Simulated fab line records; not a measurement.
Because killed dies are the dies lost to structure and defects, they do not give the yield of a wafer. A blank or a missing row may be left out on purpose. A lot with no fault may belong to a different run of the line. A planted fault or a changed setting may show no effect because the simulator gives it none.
Which tool is to blame? / flow n5Finfet / at 1 step of a route of 1938, 11 lots with 33 wafers sampled

WHAT EACH GAUGE READ, for each wafer
N5_START_INSPECT_01: inspects for defects (unpatterned scan). Usual: rawDefectCount at 5.9, with a standard deviation of 2.3.
lot=L611; measured=day 1 12:02; on=defectInspect-02; rawDefectCount=4 7 5; flag=
lot=L615; measured=day 2 12:02; on=defectInspect-02; rawDefectCount=8 7 9; flag=
lot=L617; measured=day 3 00:02; on=defectInspect-02; rawDefectCount=9 8 8; flag=
lot=L620; measured=day 3 18:02; on=defectInspect-02; rawDefectCount=6 4 8; flag=
lot=L622; measured=day 4 06:02; on=defectInspect-01; rawDefectCount=5 9 6; flag=
lot=L623; measured=day 4 12:02; on=defectInspect-01; rawDefectCount=7 3 9; flag=
lot=L627; measured=day 5 12:02; on=defectInspect-02; rawDefectCount=4 9 4; flag=
lot=L629; measured=day 6 00:02; on=defectInspect-02; rawDefectCount=7 5 9; flag=
lot=L632; measured=day 6 18:02; on=defectInspect-02; rawDefectCount=9 2 2; flag=
lot=L633; measured=day 7 00:02; on=defectInspect-01; rawDefectCount=5 6 4; flag=
lot=L634; measured=day 7 06:02; on=defectInspect-01; rawDefectCount=10 8 2; flag=

WHICH TOOL RAN EACH LOT (tool, then ch and the chambers of the sampled wafers, then the start)
The record holds no process step before these readings.

AS READ BY THE TOOLS THEMSELVES (means over the sampled wafers that have a number; for cases with no such wafer, the mark the record gives instead)
The record holds no such reading with a usual standard deviation.

THE ANSWER, worked out from the rows above alone
Rule: a lot counts as off when the mean over its wafers that have a number is more than 3 standard deviations away from the usual mean. Also off: a lot with no number at a reading for which 4 or more lots have one. Where the step has rows for the other lots, those lots are counted as sound. First the gauges in route order, then the tools' own readings, where a lot's mean is used as printed above. At the first step where some lot is off, the reading lying furthest off is the one used; lots without a number count as furthest.
Across all readings shown, no lot is off: no conclusion can be drawn from this.

WHAT THE SIMULATOR HAD INSERTED
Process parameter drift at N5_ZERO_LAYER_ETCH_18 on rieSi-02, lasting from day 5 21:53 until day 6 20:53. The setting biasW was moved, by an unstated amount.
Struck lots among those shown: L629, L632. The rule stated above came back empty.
